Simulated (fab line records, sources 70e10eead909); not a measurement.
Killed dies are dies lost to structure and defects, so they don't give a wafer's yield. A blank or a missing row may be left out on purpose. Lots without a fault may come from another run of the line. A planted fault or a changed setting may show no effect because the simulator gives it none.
fab line records | flow nand_harc
record lots=24 wafers=72 last_day=24
route steps=1159 shown P_M1@302 P_M2@328 P_BONDPAD@371
lots that met no fault: from a run of the same line without faults
start_h: hours from the record's first day to the start of the lot's first wafer shown | wait_h: hours since the lot's step before | " the same as in the row above | L1.1+2: a row that stands for several wafers | - no value, or no start given | * or withheld: withheld | < > ~ a bound
route shown NAME@n: a module of which the file shows steps, and the number in the route of the first | usual: mean/standard deviation of fault-free wafers | same: alike in all rows | chamber/n: place in a boat | sites: the reading at each site | _std_site: their standard deviation | _edge_site: outer sites' mean less inner sites' | radius_mm: how far each site lies from the wafer's centre | mask NAME#n: copy n | behind: the tool/chamber that last shaped the wafer | hold: why the lot was held/for how many hours/how that ended | device: the transistor (n, p or np) that didn't switch | end of line: the same wafers' tests at the end of the route | a step without rows: its recipe alone | killed: dies lost to structure and defects at the first sort, not the wafer's yield | map: a wafer's dies, x killed, . not, _ none there
set.NAME: the setting as run; set.NAME@STEP: as run at that earlier step | model.NAME: the simulator's own value behind a step, which no gauge read
steps of the route over a sample of lots; a table a step, a row a wafer
services: from which hour (start_h, from the record's first day; less than 0 if before it) a tool's chamber was out of use, for how many hours, and why
## steps
# step NHARC_P_M1_STRIP_18
# recipe power_w=1000 n2_flow_sccm=150 h2_flow_sccm=150 ar_flow_sccm=0 bias_w=0 chemistry=N2/H2
# usual drypump_motor_current_A=5.9/0.43 oes_product_au=0.996/0.0068 rf_vpp_V=90.8/0.88 showerhead_plenum_p_Torr=2.05/0.083 throttle_valve_pct=14.171/0.0083
# columns lot.wafer tool chamber start_h wait_h drypump_motor_current_A oes_product_au rf_hours_counter_h rf_vpp_V showerhead_plenum_p_Torr throttle_valve_pct
L075.2 rie_diel-10 2 131.39 0.1 5.4 1.011 3.2 90.6 1.97 14.173
L075.5 " 3 " " 5.9 0.996 - 90.6 1.93 14.156
L075.6 " 0 " " 5.4 0.998 - 90.6 2.04 14.156
L074.2 rie_diel-10 1 132.01 0.1 5.6 1.002 3.0 89.4 2.00 14.175
L074.3 " 2 " " 5.4 0.997 3.2 91.9 1.97 14.169
L074.5 " 2 " " 5.4 1.003 - 90.4 1.97 14.178
L076.1 rie_diel-10 0 132.69 0.1 5.5 1.001 3.3 91.5 2.04 14.175
L076.2 " 1 " " 5.5 0.996 3.0 90.6 2.00 14.182
L076.6 " 2 " " 5.4 0.995 - 89.3 1.97 14.178
L077.3 rie_diel-08 3 138.88 0.1 5.9 0.992 0.8 91.7 2.20 14.188
L077.2 " 1 " " 6.7 1.002 0.1 92.0 2.14 14.184
L077.4 " 2 " " 5.6 0.999 0.8 92.1 2.13 14.170
L078.3 rie_diel-10 1 151.12 0.1 5.6 0.990 3.6 89.7 2.00 14.167
L078.2 " 2 " " 5.4 1.004 3.9 89.8 1.97 14.161
L078.1 " 3 " " 5.9 1.002 3.9 91.1 1.93 14.169
L079.2 rie_diel-03 2 156.50 0.1 5.2 1.017 6.8 91.2 2.06 14.172
L079.4 " 3 " " 6.3 1.001 6.6 92.1 2.12 14.161
L079.3 " 0 " " 6.2 1.003 8.1 90.8 2.11 14.159
L080.2 rie_diel-08 3 159.40 0.1 5.9 1.002 1.7 91.3 2.20 14.169
L080.1 " 1 " " 6.7 0.990 1.9 92.0 2.14 14.171
L080.6 " 3 " " 5.9 0.994 - 91.7 2.20 14.185
L081.2 rie_diel-10 0 161.86 0.1 5.4 1.001 4.2 91.6 2.04 14.168
L081.3 " 1 " " 5.5 1.000 4.0 89.8 2.00 14.173
L081.5 " 0 " " 5.5 0.994 - 91.4 2.04 14.168
L082.2 rie_diel-10 2 168.34 0.1 5.4 1.005 4.4 89.2 1.97 14.179
L082.3 " 1 " " 5.6 0.993 4.1 89.9 1.99 14.168
L082.5 " 3 " " 5.9 0.993 - 90.4 1.93 14.169
L083.2 rie_diel-08 0 180.87 0.1 6.3 0.987 4.1 91.3 2.00 14.165
L083.4 " 1 " " 6.7 0.989 3.1 91.7 2.14 14.183
L083.3 " 2 " " 5.6 0.991 3.7 91.9 2.13 14.176
L084.2 rie_diel-03 0 181.10 0.1 6.2 1.007 9.2 90.9 2.11 14.169
L084.1 " 1 " " 6.2 0.993 8.8 91.1 2.05 14.174
L084.6 " 2 " " 5.2 1.004 - 90.1 2.06 14.156
L088.4 rie_diel-10 2 199.26 0.1 5.4 0.986 0.2 90.2 1.97 14.172
L088.5 " 0 " " 5.5 0.989 - 90.5 2.04 14.175
L088.6 " 1 " " 5.6 0.996 - 90.6 1.99 14.158
L087.2 rie_diel-10 3 202.53 0.1 5.9 0.996 0.3 89.5 1.93 14.160
L087.3 " 0 " " 5.5 0.998 0.3 91.0 2.04 14.157
L087.5 " 2 " " 5.4 0.996 - 89.6 1.97 14.174
L085.2 rie_diel-10 2 203.28 0.1 5.4 1.003 0.3 90.7 1.97 14.158
L085.3 " 3 " " 5.9 1.007 0.3 89.1 1.93 14.168
L085.5 " 0 " " 5.4 1.004 - 91.1 2.04 14.175
L086.3 rie_diel-08 0 216.57 0.1 6.3 0.990 6.5 90.8 2.00 14.177
L086.5 " 0 " " 6.3 0.987 - 90.5 2.00 14.165
L086.6 " 1 " " 6.7 0.995 - 91.2 2.14 14.174
L090.1 rie_diel-08 2 217.77 0.1 5.5 0.982 6.7 91.2 2.13 14.172
L090.6 " 2 " " 5.5 0.990 - 92.1 2.13 14.186
L090.5 " 3 " " 5.9 0.990 - 90.1 2.20 14.161
L089.1 rie_diel-08 1 218.73 0.1 6.7 0.996 5.8 91.7 2.14 14.163
L089.3 " 2 " " 5.6 0.985 6.8 91.0 2.13 14.168
L089.2 " 3 " " 5.9 0.986 5.6 89.5 2.20 14.163
L091.2 rie_diel-08 3 226.51 0.1 5.9 0.997 6.3 91.1 2.20 14.161
L091.5 " 0 " " 6.3 0.998 - 90.6 2.00 14.156
L091.6 " 1 " " 6.7 1.006 - 90.0 2.14 14.182
L094.2 rie_diel-03 3 232.98 0.1 6.3 1.011 0.4 90.9 2.12 14.163
L094.3 " 0 " " 6.2 0.993 0.4 89.8 2.11 14.174
L094.6 " 2 " " 5.2 1.007 - 92.1 2.05 14.171
L092.1 rie_diel-08 3 233.58 0.1 5.9 0.988 7.6 91.9 2.20 14.175
L092.2 " 1 " " 6.7 0.990 7.7 91.5 2.14 14.190
L092.4 " 1 " " 6.6 1.005 - 91.8 2.14 14.163
L093.3 rie_diel-03 1 235.33 0.1 6.2 0.998 0.6 90.5 2.05 14.170
L093.5 " 3 " " 6.3 0.998 - 92.3 2.12 14.155
L093.6 " 0 " " 6.2 0.986 - 91.0 2.11 14.167
L095.2 rie_diel-10 3 248.79 0.1 5.9 1.003 1.4 88.3 1.93 14.173
L095.1 " 0 " " 5.4 0.991 1.3 91.9 2.04 14.171
L095.5 " 3 " " 5.9 0.995 - 91.6 1.93 14.173
L097.4 rie_diel-08 0 251.88 0.1 6.3 0.991 9.3 91.1 2.00 14.183
L097.2 " 2 " " 5.6 0.994 8.1 91.1 2.13 14.177
L097.1 " 3 " " 6.0 1.001 8.3 91.8 2.20 14.163
L096.3 rie_diel-08 1 256.80 0.1 6.6 0.995 9.1 91.7 2.14 14.156
L096.2 " 2 " " 5.6 0.994 8.6 89.9 2.13 14.187
L096.6 " 0 " " 6.3 0.991 - 90.2 2.00 14.174
# step NHARC_P_M1_DEGAS_29
# recipe temp_c=250 time_s=60
# usual heater_power_w=351/35
# columns lot.wafer tool chamber start_h wait_h heater_power_w
L075.2 pvd_sputter-03 - 131.96 - 309
L075.5 " - " " 314
L075.6 " - " " 326
L074.3 pvd_sputter-01 - 132.68 - 345
L074.2 " - " " 354
L074.5 " - " " 378
L076.1 pvd_sputter-03 - 133.31 - 313
L076.2 " - " " 330
L076.6 " - " " 347
L077.3 pvd_sputter-02 - 139.52 - 335
L077.2 " - " " 339
L077.4 " - " " 421
L078.3 pvd_sputter-02 - 151.74 - 345
L078.1 " - " " 429
L078.2 " - " " 303
L079.3 pvd_sputter-02 - 157.15 - 428
L079.2 " - " " 304
L079.4 " - " " 337
L080.1 pvd_sputter-02 - 160.01 - 295
L080.2 " - " " 341
L080.6 " - " " 303
L081.3 pvd_sputter-01 - 162.53 - 351
L081.2 " - " " 358
L081.5 " - " " 393
L082.2 pvd_sputter-01 - 168.99 - 346
L082.3 " - " " 360
L082.5 " - " " 357
L083.2 pvd_sputter-01 - 181.49 - 378
L083.4 " - " " 394
L083.3 " - " " 356
L084.2 pvd_sputter-03 - 181.71 - 332
L084.1 " - " " 356
L084.6 " - " " 316
L088.4 pvd_sputter-03 - 199.85 - 316
L088.5 " - " " 313
L088.6 " - " " 309
L087.3 pvd_sputter-01 - 203.16 - 351
L087.2 " - " " 338
L087.5 " - " " 366
L085.2 pvd_sputter-02 - 203.87 - 413
L085.3 " - " " 298
L085.5 " - " " 300
L086.3 pvd_sputter-01 - 217.23 - 356
L086.5 " - " " 397
L086.6 " - " " 353
L090.1 pvd_sputter-03 - 218.41 - 334
L090.5 " - " " 314
L090.6 " - " " 329
L089.1 pvd_sputter-01 - 219.37 - 357
L089.3 " - " " 411
L089.2 " - " " 358
L091.2 pvd_sputter-03 - 227.10 - 312
L091.6 " - " " 357
L091.5 " - " " 320
L094.3 pvd_sputter-02 - 233.60 - 331
L094.2 " - " " 299
L094.6 " - " " 423
L092.1 pvd_sputter-01 - 234.31 - 364
L092.4 " - " " 352
L092.2 " - " " 361
L093.3 pvd_sputter-03 - 235.94 - 332
L093.5 " - " " 349
L093.6 " - " " 318
L095.1 pvd_sputter-01 - 249.41 - 396
L095.2 " - " " 347
L095.5 " - " " 374
L097.2 pvd_sputter-02 - 252.52 - 302
L097.4 " - " " 354
L097.1 " - " " 328
L096.2 pvd_sputter-02 - 257.43 - 323
L096.3 " - " " 416
L096.6 " - " " 349
# step NHARC_P_M2_CD_MEAS_09
# recipe target_cd_nm=170 landing_energy_ev=500
# usual cd_nm=170.2/0.48
# columns lot.wafer tool chamber start_h wait_h cd_nm
L075.2 cd_sem-03 0 135.06 - 170.1
L075.5 " 0 " " 170.1
L075.6 " 0 " " 171.0
L074.2 cd_sem-01 0 135.63 - 169.5
L074.3 " 0 " " 169.8
L074.5 " 0 " " 169.8
L076.1 cd_sem-01 0 136.27 - 169.7
L076.2 " 0 " " 169.7
L076.6 " 0 " " 169.4
L077.2 cd_sem-01 0 142.50 - 170.5
L077.3 " 0 " " 170.9
L077.4 " 0 " " 170.8
L078.1 cd_sem-02 0 154.70 - 170.5
L078.2 " 0 " " 170.2
L078.3 " 0 " " 170.3
L079.2 cd_sem-03 0 160.07 - 170.0
L079.3 " 0 " " 169.6
L079.4 " 0 " " 170.6
L080.1 cd_sem-01 0 162.99 - 169.8
L080.2 " 0 " " 169.4
L080.6 " 0 " " 169.9
L081.2 cd_sem-01 0 165.48 - 170.5
L081.3 " 0 " " 170.6
L081.5 " 0 " " 170.7
L082.2 cd_sem-03 0 171.96 - 170.7
L082.3 " 0 " " 170.4
L082.5 " 0 " " 170.1
L083.2 cd_sem-03 0 184.31 - 170.0
L083.3 " 0 " " 170.1
L083.4 " 0 " " 170.3
L084.1 cd_sem-01 0 184.84 - 170.7
L084.2 " 0 " " 170.5
L084.6 " 0 " " 170.4
L088.4 cd_sem-03 0 202.96 - 170.9
L088.5 " 0 " " 170.9
L088.6 " 0 " " 170.4
L087.2 cd_sem-02 0 206.10 - 169.8
L087.3 " 0 " " 170.2
L087.5 " 0 " " 170.2
L085.2 cd_sem-02 0 206.68 - 170.3
L085.3 " 0 " " 170.0
L085.5 " 0 " " 170.4
L086.3 cd_sem-03 0 220.20 - 171.0
L086.5 " 0 " " 170.5
L086.6 " 0 " " 170.3
L090.1 cd_sem-01 0 221.37 - 169.9
L090.5 " 0 " " 169.6
L090.6 " 0 " " 169.4
L089.1 cd_sem-03 0 222.20 - 170.7
L089.2 " 0 " " 171.0
L089.3 " 0 " " 170.3
L091.2 cd_sem-03 0 230.04 - 170.1
L091.5 " 0 " " 169.7
L091.6 " 0 " " 169.3
L094.2 cd_sem-03 0 236.70 - 170.8
L094.3 " 0 " " 170.1
L094.6 " 0 " " 170.0
L092.1 cd_sem-03 0 237.26 - 170.4
L092.2 " 0 " " 169.8
L092.4 " 0 " " 169.9
L093.3 cd_sem-03 0 238.89 - 170.3
L093.5 " 0 " " 169.7
L093.6 " 0 " " 170.9
L095.1 cd_sem-02 0 252.37 - 170.4
L095.2 " 0 " " 170.2
L095.5 " 0 " " 170.3
L097.1 cd_sem-03 0 255.38 - 170.1
L097.2 " 0 " " 170.3
L097.4 " 0 " " 170.3
L096.2 cd_sem-03 0 260.52 - 170.8
L096.3 " 0 " " 171.1
L096.6 " 0 " " 170.5
# step NHARC_P_M2_ANNEAL_31
# recipe temp_c=225 time_s=90
# usual wafer_temp_C_max=225.82/0.23
# columns lot.wafer tool chamber start_h wait_h wafer_temp_C_max
L075.2 rtp_anneal-02 0 137.06 0.4 226.09
L075.5 " 0 " " 225.80
L075.6 " 0 " " 225.85
L074.2 rtp_anneal-01 0 137.72 - 225.73
L074.3 " 0 " " 225.93
L074.5 " 0 " " 226.21
L076.1 rtp_anneal-02 0 138.23 0.3 225.97
L076.2 " 0 " " 225.81
L076.6 " 0 " " 225.43
L077.2 rtp_anneal-01 0 144.56 0.4 226.26
L077.3 " 0 " " 226.00
L077.4 " 0 " " 226.46
L078.1 rtp_anneal-01 0 156.85 - 225.47
L078.2 " 0 " " 225.54
L078.3 " 0 " " 225.53
L079.2 rtp_anneal-01 0 162.14 - 226.59
L079.3 " 0 " " 225.99
L079.4 " 0 " " 225.95
L080.1 rtp_anneal-02 0 164.97 - 225.59
L080.2 " 0 " " 225.67
L080.6 " 0 " " 225.43
L081.2 rtp_anneal-02 0 167.48 - 225.45
L081.3 " 0 " " 225.47
L081.5 " 0 " " 225.61
L082.2 rtp_anneal-02 0 174.11 0.3 225.55
L082.3 " 0 " " 226.02
L082.5 " 0 " " 225.85
L083.2 rtp_anneal-01 0 186.39 - 225.86
L083.3 " 0 " " 225.71
L083.4 " 0 " " 226.02
L084.1 rtp_anneal-01 0 186.81 - 226.03
L084.2 " 0 " " 225.92
L084.6 " 0 " " 225.80
L088.4 rtp_anneal-01 0 205.08 - 225.80
L088.5 " 0 " " 226.04
L088.6 " 0 " " 225.63
L087.2 rtp_anneal-01 0 208.11 0.3 226.24
L087.3 " 0 " " 225.80
L087.5 " 0 " " 225.69
L085.2 rtp_anneal-02 0 208.68 0.4 225.63
L085.3 " 0 " " 226.09
L085.5 " 0 " " 226.18
L086.3 rtp_anneal-01 0 222.28 0.3 225.78
L086.5 " 0 " " 226.48
L086.6 " 0 " " 226.03
L090.1 rtp_anneal-01 0 223.33 0.3 225.95
L090.5 " 0 " " 225.42
L090.6 " 0 " " 225.72
L089.1 rtp_anneal-01 0 224.15 0.3 225.77
L089.2 " 0 " " 226.01
L089.3 " 0 " " 225.53
L091.2 rtp_anneal-01 0 232.11 0.4 225.72
L091.5 " 0 " " 225.57
L091.6 " 0 " " 225.97
L094.2 rtp_anneal-02 0 238.74 0.3 225.84
L094.3 " 0 " " 225.83
L094.6 " 0 " " 225.85
L092.1 rtp_anneal-02 0 239.31 - 225.47
L092.2 " 0 " " 225.59
L092.4 " 0 " " 225.62
L093.3 rtp_anneal-01 0 240.93 0.3 226.01
L093.5 " 0 " " 225.94
L093.6 " 0 " " 225.80
L095.1 rtp_anneal-02 0 254.35 0.3 226.01
L095.2 " 0 " " 225.87
L095.5 " 0 " " 225.86
L097.1 rtp_anneal-01 0 257.61 0.4 225.87
L097.2 " 0 " " 225.47
L097.4 " 0 " " 225.88
L096.2 rtp_anneal-02 0 262.53 0.4 226.05
L096.3 " 0 " " 225.98
L096.6 " 0 " " 226.24
# step NHARC_P_BONDPAD_STRIP_15
# recipe o2_flow_sccm=500 ar_flow_sccm=0 bias_w=0 chemistry=O2
# usual drypump_motor_current_A=6.0/0.48 oes_product_au=0.998/0.006 rf_vpp_V=58.0/0.85 showerhead_plenum_p_Torr=3.64/0.098 throttle_valve_pct=17.037/0.0089
# columns lot.wafer tool chamber start_h wait_h drypump_motor_current_A oes_product_au rf_hours_counter_h rf_vpp_V showerhead_plenum_p_Torr throttle_valve_pct
L075.2 rie_diel-05 2 140.63 0.1 6.2 1.002 57 59.1 3.73 17.034
L075.6 " 0 " " 5.8 0.990 - 57.0 3.62 17.047
L075.5 " 1 " " 5.9 0.993 - 57.9 3.56 17.019
L074.3 rie_diel-12 2 141.00 0.1 5.8 0.999 31 59.5 3.59 17.047
L074.2 " 0 " " 5.8 1.001 36 56.9 3.30 17.027
L074.5 " 2 " " 5.8 0.991 - 57.9 3.59 17.036
L076.2 rie_diel-12 0 141.63 0.1 5.8 0.988 36 57.3 3.30 17.035
L076.1 " 1 " " 5.9 1.000 32 58.6 3.79 17.046
L076.6 " 1 " " 5.9 0.995 - 56.5 3.79 17.023
L077.2 rie_diel-12 1 147.75 0.1 5.9 1.005 35 58.3 3.79 17.040
L077.3 " 2 " " 5.8 1.001 33 57.5 3.59 17.047
L077.4 " 0 " " 5.8 1.002 40 57.2 3.30 17.041
L078.1 rie_diel-12 1 160.11 0.1 5.9 1.008 40 57.3 3.78 17.029
L078.3 " 3 " " 5.5 1.004 46 57.8 3.70 17.044
L078.2 " 0 " " 5.8 0.990 45 57.4 3.30 17.048
L079.3 rie_diel-01 0 165.55 0.2 6.5 0.999 1 58.9 3.63 17.056
L079.4 " 1 " " 5.9 1.009 2 57.9 3.70 17.044
L079.2 " 2 " " 4.9 0.997 2 59.0 3.73 17.035
L080.1 rie_diel-01 3 168.03 0.1 6.7 1.004 2 57.4 3.60 17.030
L080.2 " 2 " " 4.9 1.005 2 57.1 3.73 17.031
L080.6 " 3 " " 6.7 1.006 - 59.2 3.60 17.044
L081.2 rie_diel-01 0 170.81 0.1 6.5 0.995 2 57.8 3.63 17.035
L081.3 " 2 " " 4.9 1.008 3 58.0 3.73 17.041
L081.5 " 1 " " 5.9 1.001 - 57.1 3.70 17.045
L082.3 rie_diel-05 1 177.77 0.1 5.9 0.995 2 57.1 3.55 17.019
L082.2 " 3 " " 6.6 0.999 2 56.2 3.54 17.026
L082.5 " 1 " " 5.9 0.993 - 58.2 3.55 17.032
L083.3 rie_diel-05 0 189.54 0.1 5.8 0.989 5 58.8 3.61 17.044
L083.2 " 1 " " 6.0 0.994 5 56.2 3.55 17.022
L083.4 " 2 " " 6.1 0.989 - 57.5 3.72 17.032
L084.1 rie_diel-01 3 190.03 0.1 6.6 1.000 4 58.8 3.60 17.050
L084.2 " 1 " " 5.9 0.998 4 57.0 3.70 17.031
L084.6 " 2 " " 4.9 1.005 - 57.7 3.73 17.039
L088.6 rie_diel-01 1 208.37 0.1 5.9 1.002 - 59.3 3.70 17.051
L088.4 " 3 " " 6.7 0.995 - 58.2 3.60 17.037
L088.5 " 0 " " 6.5 1.002 - 58.5 3.63 17.045
L087.2 rie_diel-01 3 211.33 0.1 6.6 0.996 6 56.9 3.60 17.045
L087.3 " 0 " " 6.5 1.007 5 57.7 3.63 17.040
L087.5 " 0 " " 6.5 1.000 - 57.4 3.63 17.037
L085.2 rie_diel-05 3 213.23 0.1 6.6 0.984 9 58.5 3.53 17.031
L085.3 " 0 " " 5.8 0.983 14 58.1 3.60 17.036
L085.5 " 0 " " 5.8 0.989 - 58.2 3.60 17.033
L086.3 rie_diel-01 0 225.44 0.1 6.5 1.003 8 58.1 3.63 17.022
L086.5 " 0 " " 6.5 0.990 - 59.0 3.63 17.045
L086.6 " 1 " " 5.9 0.999 - 57.1 3.70 17.050
L090.1 rie_diel-01 0 226.53 0.1 6.5 0.990 8 58.2 3.63 17.022
L090.6 " 0 " " 6.5 0.994 - 58.5 3.63 17.056
L090.5 " 2 " " 4.9 1.006 - 57.5 3.73 17.041
L089.3 rie_diel-01 1 227.42 0.1 5.9 0.995 8 57.7 3.70 17.028
L089.2 " 2 " " 4.9 1.004 7 57.2 3.73 17.039
L089.1 " 0 " " 6.5 1.007 8 58.5 3.63 17.027
L091.2 rie_diel-12 0 235.33 0.1 5.8 0.993 8 57.5 3.80 17.040
L091.5 " 2 " " 5.8 1.000 - 57.3 3.57 17.039
L091.6 " 3 " " 5.5 1.005 - 58.0 3.68 17.016
L094.2 rie_diel-01 0 241.76 0.1 6.5 1.004 9 56.3 3.63 17.037
L094.3 " 2 " " 4.9 0.995 7 59.8 3.73 17.031
L094.6 " 1 " " 5.9 0.995 - 58.4 3.69 17.035
L092.2 rie_diel-12 3 242.71 0.1 5.5 0.998 11 57.0 3.68 17.026
L092.4 " 0 " " 5.8 0.985 9 57.8 3.80 17.039
L092.1 " 1 " " 5.9 1.003 9 58.4 3.77 17.047
L093.3 rie_diel-05 0 244.20 0.1 5.8 0.994 24 57.3 3.60 17.045
L093.5 " 1 " " 5.9 0.999 - 56.9 3.54 17.041
L093.6 " 2 " " 6.1 0.995 - 58.0 3.71 17.028
L095.2 rie_diel-01 3 257.56 0.1 6.7 0.994 10 58.4 3.60 17.044
L095.1 " 2 " " 4.9 0.996 8 57.8 3.73 17.031
L095.5 " 3 " " 6.7 0.991 - 57.4 3.60 17.043
L097.2 rie_diel-05 2 260.98 0.1 6.2 1.000 37 56.8 3.71 17.046
L097.4 " 3 " " 6.7 1.006 30 58.3 3.52 17.035
L097.1 " 0 " " 5.8 0.999 33 58.9 3.59 17.042
L096.2 rie_diel-12 2 265.73 0.1 5.8 1.002 19 57.5 3.57 17.024
L096.3 " 3 " " 5.5 0.995 20 59.3 3.68 17.039
L096.6 " 1 " " 5.9 1.000 - 56.3 3.76 17.041
# step NHARC_P_BONDPAD_ANNEAL_28
# recipe temp_c=225 time_s=90
# usual wafer_temp_C_max=225.87/0.24
# columns lot.wafer tool chamber start_h wait_h wafer_temp_C_max
L075.2 rtp_anneal-02 0 141.96 - 225.89
L075.5 " 0 " " 225.70
L075.6 " 0 " " 225.82
L074.2 rtp_anneal-01 0 142.42 0.3 226.12
L074.3 " 0 " " 225.95
L074.5 " 0 " " 226.12
L076.1 rtp_anneal-01 0 142.99 - 225.77
L076.2 " 0 " " 225.67
L076.6 " 0 " " 225.99
L077.2 rtp_anneal-02 0 149.13 - 225.89
L077.3 " 0 " " 225.85
L077.4 " 0 " " 225.83
L078.1 rtp_anneal-01 0 161.39 0.3 225.98
L078.2 " 0 " " 225.94
L078.3 " 0 " " 226.32
L079.2 rtp_anneal-01 0 166.95 - 225.76
L079.3 " 0 " " 225.89
L079.4 " 0 " " 226.05
L080.1 rtp_anneal-02 0 169.47 0.4 225.67
L080.2 " 0 " " 225.78
L080.6 " 0 " " 225.73
L081.2 rtp_anneal-02 0 172.60 - 225.93
L081.3 " 0 " " 225.78
L081.5 " 0 " " 225.60
L082.2 rtp_anneal-01 0 179.13 - 226.41
L082.3 " 0 " " 226.12
L082.5 " 0 " " 226.38
L083.2 rtp_anneal-02 0 190.94 0.4 225.82
L083.3 " 0 " " 225.74
L083.4 " 0 " " 225.90
L084.1 rtp_anneal-01 0 191.37 - 226.09
L084.2 " 0 " " 226.10
L084.6 " 0 " " 226.23
L088.4 rtp_anneal-02 0 209.80 - 225.85
L088.5 " 0 " " 225.68
L088.6 " 0 " " 225.68
L087.2 rtp_anneal-01 0 212.73 0.4 225.78
L087.3 " 0 " " 226.06
L087.5 " 0 " " 225.95
L085.2 rtp_anneal-01 0 214.58 - 225.75
L085.3 " 0 " " 226.19
L085.5 " 0 " " 226.02
L086.3 rtp_anneal-02 0 226.90 - 225.81
L086.5 " 0 " " 225.20
L086.6 " 0 " " 225.46
L090.1 rtp_anneal-01 0 227.87 0.3 226.17
L090.5 " 0 " " 226.13
L090.6 " 0 " " 225.70
L089.1 rtp_anneal-01 0 228.75 - 225.95
L089.2 " 0 " " 225.75
L089.3 " 0 " " 225.84
L091.2 rtp_anneal-02 0 236.64 0.4 225.67
L091.5 " 0 " " 225.50
L091.6 " 0 " " 225.88
L094.2 rtp_anneal-02 0 243.27 0.5 225.36
L094.3 " 0 " " 225.53
L094.6 " 0 " " 225.45
L092.1 rtp_anneal-01 0 243.99 0.3 226.10
L092.2 " 0 " " 225.85
L092.4 " 0 " " 225.80
L093.3 rtp_anneal-02 0 245.55 0.3 226.00
L093.5 " 0 " " 225.89
L093.6 " 0 " " 225.96
L095.1 rtp_anneal-01 0 258.84 - 225.98
L095.2 " 0 " " 225.82
L095.5 " 0 " " 225.75
L097.1 rtp_anneal-01 0 262.30 0.3 225.69
L097.2 " 0 " " 225.76
L097.4 " 0 " " 225.86
L096.2 rtp_anneal-01 0 267.06 - 225.94
L096.3 " 0 " " 225.96
L096.6 " 0 " " 226.14
## services
# columns tool chamber start_h hours kind
rie_diel-12 2 117.57 4.0 repair
rie_diel-08 - 124.80 9.0 pm
pvd_sputter-02 - 128.88 6.6 repair
rie_diel-08 1 134.37 3.4 repair
rie_diel-01 - 137.88 9.0 pm
rie_diel-08 1 144.04 3.7 repair
rie_diel-01 0 151.25 11.0 repair
rie_diel-10 - 151.66 0.2 repair
rie_diel-08 3 153.12 4.3 repair
rie_diel-05 - 163.62 9.0 pm
pvd_sputter-01 - 171.17 10.0 pm
rie_diel-01 1 174.47 11.1 repair
rie_diel-10 - 176.50 9.0 pm
rie_diel-01 3 179.79 2.4 repair
rie_diel-05 3 180.98 16.1 repair
pvd_sputter-03 - 185.58 1.2 repair
rie_diel-08 - 192.67 0.3 repair
rie_diel-12 - 202.46 9.0 pm
rie_diel-01 2 203.56 16.8 repair
pvd_sputter-03 - 204.83 6.3 repair
rie_diel-08 2 226.59 8.9 repair
rie_diel-10 1 239.40 2.2 repair
rie_diel-10 3 242.57 5.5 repair
rie_diel-01 - 253.24 0.6 repair
## key
fault none
